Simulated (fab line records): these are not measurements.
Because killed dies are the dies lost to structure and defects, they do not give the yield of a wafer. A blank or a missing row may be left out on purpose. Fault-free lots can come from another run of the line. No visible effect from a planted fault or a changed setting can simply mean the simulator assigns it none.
Chamber matching || flow nandHarc || rieDiel-11 running NHARC_A_BLC_STRIP_21: 4 sister chambers
The step strips in O2. 30 wafers are shown with their chamber, then 12 later ones without.

WAFERS PAIRED WITH THEIR CHAMBERS
{"wafer": "L078.2", "chamber": 3, "showerheadPlenumPTorr (Torr)": 3.52, "drypumpMotorCurrentA (A)": 6.3, "oesProductAu (a.u.)": 1.011}
{"wafer": "L078.4", "chamber": 2, "showerheadPlenumPTorr (Torr)": 3.41, "drypumpMotorCurrentA (A)": 5.2, "oesProductAu (a.u.)": 0.997}
{"wafer": "L078.6", "chamber": 0, "showerheadPlenumPTorr (Torr)": 3.58, "drypumpMotorCurrentA (A)": 6.6, "oesProductAu (a.u.)": 1.000}
{"wafer": "L076.1", "chamber": 0, "showerheadPlenumPTorr (Torr)": 3.58, "drypumpMotorCurrentA (A)": 6.6, "oesProductAu (a.u.)": 1.006}
{"wafer": "L076.3", "chamber": 1, "showerheadPlenumPTorr (Torr)": 3.68, "drypumpMotorCurrentA (A)": 5.9, "oesProductAu (a.u.)": 0.998}
{"wafer": "L076.6", "chamber": 2, "showerheadPlenumPTorr (Torr)": 3.41, "drypumpMotorCurrentA (A)": 5.2, "oesProductAu (a.u.)": 1.001}
{"wafer": "L079.2", "chamber": 2, "showerheadPlenumPTorr (Torr)": 3.41, "drypumpMotorCurrentA (A)": 5.3, "oesProductAu (a.u.)": 0.977}
{"wafer": "L079.4", "chamber": 1, "showerheadPlenumPTorr (Torr)": 3.68, "drypumpMotorCurrentA (A)": 5.9, "oesProductAu (a.u.)": 1.000}
{"wafer": "L079.6", "chamber": 2, "showerheadPlenumPTorr (Torr)": 3.41, "drypumpMotorCurrentA (A)": 5.2, "oesProductAu (a.u.)": 0.994}
{"wafer": "L080.1", "chamber": 1, "showerheadPlenumPTorr (Torr)": 3.68, "drypumpMotorCurrentA (A)": 5.9, "oesProductAu (a.u.)": 1.003}
{"wafer": "L080.5", "chamber": 1, "showerheadPlenumPTorr (Torr)": 3.68, "drypumpMotorCurrentA (A)": 5.9, "oesProductAu (a.u.)": 1.000}
{"wafer": "L080.6", "chamber": 0, "showerheadPlenumPTorr (Torr)": 3.58, "drypumpMotorCurrentA (A)": 6.6, "oesProductAu (a.u.)": 0.996}
{"wafer": "L081.1", "chamber": 0, "showerheadPlenumPTorr (Torr)": 3.58, "drypumpMotorCurrentA (A)": 6.6, "oesProductAu (a.u.)": 0.996}
{"wafer": "L081.4", "chamber": 1, "showerheadPlenumPTorr (Torr)": 3.68, "drypumpMotorCurrentA (A)": 5.9, "oesProductAu (a.u.)": 1.006}
{"wafer": "L081.6", "chamber": 2, "showerheadPlenumPTorr (Torr)": 3.41, "drypumpMotorCurrentA (A)": 5.2, "oesProductAu (a.u.)": 0.992}
{"wafer": "L085.1", "chamber": 0, "showerheadPlenumPTorr (Torr)": 3.58, "drypumpMotorCurrentA (A)": 6.6, "oesProductAu (a.u.)": 1.011}
{"wafer": "L085.5", "chamber": 2, "showerheadPlenumPTorr (Torr)": 3.41, "drypumpMotorCurrentA (A)": 5.2, "oesProductAu (a.u.)": 1.007}
{"wafer": "L085.6", "chamber": 3, "showerheadPlenumPTorr (Torr)": 3.52, "drypumpMotorCurrentA (A)": 6.3, "oesProductAu (a.u.)": 1.013}
{"wafer": "L088.1", "chamber": 1, "showerheadPlenumPTorr (Torr)": 3.68, "drypumpMotorCurrentA (A)": 5.9, "oesProductAu (a.u.)": 1.007}
{"wafer": "L088.4", "chamber": 3, "showerheadPlenumPTorr (Torr)": 3.52, "drypumpMotorCurrentA (A)": 6.3, "oesProductAu (a.u.)": 1.007}
{"wafer": "L088.5", "chamber": 3, "showerheadPlenumPTorr (Torr)": 3.52, "drypumpMotorCurrentA (A)": 6.3, "oesProductAu (a.u.)": 0.998}
{"wafer": "L090.1", "chamber": 3, "showerheadPlenumPTorr (Torr)": 3.52, "drypumpMotorCurrentA (A)": 6.3, "oesProductAu (a.u.)": 0.995}
{"wafer": "L090.4", "chamber": 0, "showerheadPlenumPTorr (Torr)": 3.58, "drypumpMotorCurrentA (A)": 6.6, "oesProductAu (a.u.)": 1.001}
{"wafer": "L090.6", "chamber": 0, "showerheadPlenumPTorr (Torr)": 3.58, "drypumpMotorCurrentA (A)": 6.6, "oesProductAu (a.u.)": 1.001}
{"wafer": "L089.2", "chamber": 3, "showerheadPlenumPTorr (Torr)": 3.52, "drypumpMotorCurrentA (A)": 6.2, "oesProductAu (a.u.)": 1.013}
{"wafer": "L089.4", "chamber": 2, "showerheadPlenumPTorr (Torr)": 3.40, "drypumpMotorCurrentA (A)": 5.3, "oesProductAu (a.u.)": 1.005}
{"wafer": "L089.5", "chamber": 1, "showerheadPlenumPTorr (Torr)": 3.68, "drypumpMotorCurrentA (A)": 5.9, "oesProductAu (a.u.)": 1.015}
{"wafer": "L091.1", "chamber": 3, "showerheadPlenumPTorr (Torr)": 3.51, "drypumpMotorCurrentA (A)": 6.3, "oesProductAu (a.u.)": 1.016}
{"wafer": "L091.3", "chamber": 1, "showerheadPlenumPTorr (Torr)": 3.68, "drypumpMotorCurrentA (A)": 5.9, "oesProductAu (a.u.)": 1.013}
{"wafer": "L091.6", "chamber": 1, "showerheadPlenumPTorr (Torr)": 3.68, "drypumpMotorCurrentA (A)": 5.9, "oesProductAu (a.u.)": 0.999}

SIGNATURES, as means of the wafers listed above
{"reading": "showerheadPlenumPTorr", "chamber 0": 3.5800, "chamber 1": 3.6800, "chamber 2": 3.4086, "chamber 3": 3.5186, "scatter within a chamber": 0.00257}
{"reading": "drypumpMotorCurrentA", "chamber 0": 6.600, "chamber 1": 5.900, "chamber 2": 5.229, "chamber 3": 6.286, "scatter within a chamber": 0.0296}
{"reading": "oesProductAu", "chamber 0": 1.00157, "chamber 1": 1.00456, "chamber 2": 0.99614, "chamber 3": 1.00757, "scatter within a chamber": 0.00755}
Rule: for a wafer and a chamber, the distance is found by dividing, reading by reading, the gap between the wafer's reading and the chamber's mean by the reading's scatter, squaring, summing and taking the root. The wafer belongs to the nearest chamber; if the next one is less than 2 further off, it can't be placed. How the scatter is found: for the shown wafers, subtract from each reading the mean of its chamber, square and add these, divide the total by (wafers less chambers), then take the root.

WAFERS MISSING THEIR CHAMBER
{"wafer": "L097.1", "showerheadPlenumPTorr (Torr)": 3.57, "drypumpMotorCurrentA (A)": 6.6, "oesProductAu (a.u.)": 1.003}
{"wafer": "L097.4", "showerheadPlenumPTorr (Torr)": 3.68, "drypumpMotorCurrentA (A)": 5.9, "oesProductAu (a.u.)": 1.003}
{"wafer": "L097.6", "showerheadPlenumPTorr (Torr)": 3.68, "drypumpMotorCurrentA (A)": 5.9, "oesProductAu (a.u.)": 0.997}
{"wafer": "L095.2", "showerheadPlenumPTorr (Torr)": 3.57, "drypumpMotorCurrentA (A)": 6.6, "oesProductAu (a.u.)": 1.009}
{"wafer": "L095.3", "showerheadPlenumPTorr (Torr)": 3.51, "drypumpMotorCurrentA (A)": 6.3, "oesProductAu (a.u.)": 1.006}
{"wafer": "L095.5", "showerheadPlenumPTorr (Torr)": 3.40, "drypumpMotorCurrentA (A)": 5.2, "oesProductAu (a.u.)": 0.999}
{"wafer": "L094.3", "showerheadPlenumPTorr (Torr)": 3.57, "drypumpMotorCurrentA (A)": 6.7, "oesProductAu (a.u.)": 1.003}
{"wafer": "L094.5", "showerheadPlenumPTorr (Torr)": 3.57, "drypumpMotorCurrentA (A)": 6.7, "oesProductAu (a.u.)": 1.001}
{"wafer": "L094.6", "showerheadPlenumPTorr (Torr)": 3.68, "drypumpMotorCurrentA (A)": 5.9, "oesProductAu (a.u.)": 1.001}
{"wafer": "L096.1", "showerheadPlenumPTorr (Torr)": 3.57, "drypumpMotorCurrentA (A)": 6.7, "oesProductAu (a.u.)": 1.012}
{"wafer": "L096.2", "showerheadPlenumPTorr (Torr)": 3.68, "drypumpMotorCurrentA (A)": 5.8, "oesProductAu (a.u.)": 1.001}
{"wafer": "L096.4", "showerheadPlenumPTorr (Torr)": 3.51, "drypumpMotorCurrentA (A)": 6.3, "oesProductAu (a.u.)": 1.010}

THE CHAMBER EACH PASSED THROUGH
{"wafer": "L097.1", "from the rows above": 0, "in truth": 0}
{"wafer": "L097.4", "from the rows above": 1, "in truth": 1}
{"wafer": "L097.6", "from the rows above": 1, "in truth": 1}
{"wafer": "L095.2", "from the rows above": 0, "in truth": 0}
{"wafer": "L095.3", "from the rows above": 3, "in truth": 3}
{"wafer": "L095.5", "from the rows above": 2, "in truth": 2}
{"wafer": "L094.3", "from the rows above": 0, "in truth": 0}
{"wafer": "L094.5", "from the rows above": 0, "in truth": 0}
{"wafer": "L094.6", "from the rows above": 1, "in truth": 1}
{"wafer": "L096.1", "from the rows above": 0, "in truth": 0}
{"wafer": "L096.2", "from the rows above": 1, "in truth": 1}
{"wafer": "L096.4", "from the rows above": 3, "in truth": 3}
12 of 12 placed correctly. From these rows, 0 cannot be placed. Wrongly placed: 0.
